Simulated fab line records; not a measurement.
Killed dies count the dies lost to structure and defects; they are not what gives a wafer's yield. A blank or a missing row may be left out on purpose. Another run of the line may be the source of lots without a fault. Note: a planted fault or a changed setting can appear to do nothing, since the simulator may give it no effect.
A struck lot beside a sound one ; flow nandHarc ; 14 steps out of a route of 1302
Sound: the wafers L407.1, L407.2, L407.3. Struck: wafers L418.1, L418.6 (left out: L418.4, a lot-mate that was not struck); the cause follows at the end.
Each step with rows lists, per side, the tool, then ch with its chambers, then its first start. Under that, the readings that differ: sound wafers ; struck wafers ; difference of the means ; sigmas: that difference in standard deviations of wafers without a fault.
alike: readings whose means differ by less than 2 such deviations, and words and numbers that are the same on both sides. not compared: withheld readings, readings that some wafer has no value for, bounds like >300 that may hide the same value, and numbers for which the record gives no deviation and whose values overlap.
The two part at a step that has a row with sigmas, a row that says differs or no value, or rows on one side only. Numbers that have no deviation but don't overlap get no sigmas and don't part them. A reading that every wafer of one side lacks parts them only if that side has two wafers or more.

first, 2 steps without rows for these wafers: NHARC_A_STAIRCASE_DESCUM_219 (chemistry O2, time 3 s); NHARC_A_STAIRCASE_TRIM_220 (chemistry O2, time 211.2 s).
NHARC_A_STAIRCASE_ETCH_221: etches the open film in C4F8/O2, target depth 100 nm, time 40.5 s.
  sound: rieDiel-02 ch 1,2,3; struck: rieDiel-12 ch 0,1
  alike: oesProductAu, rfVppV
  not compared: rfHoursCounterH
NHARC_A_STAIRCASE_TRIM_222: chemistry O2, time 211.2 s.
  sound: rieDiel-02 ch 1,2,3; struck: rieDiel-12 ch 0
  alike: drypumpMotorCurrentA, oesProductAu, rfVppV, showerheadPlenumPTorr, throttleValvePct
  not compared: rfHoursCounterH
then, 1 step without rows for these wafers: NHARC_A_STAIRCASE_ETCH_223 (etches the open film in C4F8/O2, target depth 100 nm, time 40.5 s).
NHARC_A_STAIRCASE_TRIM_224: chemistry O2, time 211.2 s.
  sound: rieDiel-02 ch 0,1,3; struck: rieDiel-12 ch 2
  alike: drypumpMotorCurrentA, oesProductAu, rfVppV, showerheadPlenumPTorr, throttleValvePct
  not compared: rfHoursCounterH
then, 1 step without rows for these wafers: NHARC_A_STAIRCASE_ETCH_225 (etches the open film in C4F8/O2, target depth 100 nm, time 40.5 s).
NHARC_A_STAIRCASE_TRIM_226: chemistry O2, time 211.2 s.
  sound: rieDiel-02 ch 0,1,3; struck: rieDiel-12 ch 1,2
  alike: drypumpMotorCurrentA, oesProductAu, rfVppV, showerheadPlenumPTorr, throttleValvePct
  not compared: rfHoursCounterH
then, 2 steps without rows for these wafers: NHARC_A_STAIRCASE_ETCH_227 (etches the open film in C4F8/O2, target depth 100 nm, time 40.5 s); NHARC_A_STAIRCASE_TRIM_229 (chemistry O2, time 211.2 s).
NHARC_A_STAIRCASE_ETCH_230: etches the open film in C4F8/O2, target depth 100 nm, time 40.5 s.
  sound: rieDiel-02 ch 0,1,2; struck: rieDiel-12 ch 1
  alike: oesProductAu, rfVppV
  not compared: rfHoursCounterH
NHARC_A_STAIRCASE_TRIM_231: chemistry O2, time 211.2 s.
  sound on rieDiel-02 ch 0,1,2, day 18 02:31; struck on rieDiel-12 ch 0,2, day 22 10:51
reading;sound;struck;difference;sigmas
oesProductAu (a.u.);0.999 1.007 0.996;0.808 0.810;-0.192;-17
  alike: drypumpMotorCurrentA, rfVppV, showerheadPlenumPTorr, throttleValvePct
  not compared: rfHoursCounterH
then, 1 step without rows for these wafers: NHARC_A_STAIRCASE_ETCH_232 (etches the open film in C4F8/O2, target depth 100 nm, time 40.5 s).
-- jump in the record: it breaks off in module A_STAIRCASE and resumes in module END (first step shown: number 1302 of the route), and 8 days separate the struck wafers' starts before and after --
NHARC_END_SORT_01:
  sound on prober-01 ch 0, day 26 01:41; struck on prober-01 ch 0, day 30 20:51
reading;sound;struck;difference;sigmas
hold;- - -;awaitDispo/3.3h/release awaitDispo/3.3h/release;no value on the sound wafers;
killedAtArray;79 74 67;661 619;+567;+30
killedDies;81 80 68;666 621;+567;+30
  alike: killedAtOther, killedAtPeriphery, killedOpen, killedShort

## WHERE THEY PART
Last at NHARC_END_SORT_01 as far as this record goes, first at NHARC_A_STAIRCASE_TRIM_231.

WHY: whatever the simulator had introduced
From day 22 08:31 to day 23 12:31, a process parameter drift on rieDiel-12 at NHARC_A_STAIRCASE_TRIM_231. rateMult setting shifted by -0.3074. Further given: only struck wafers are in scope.
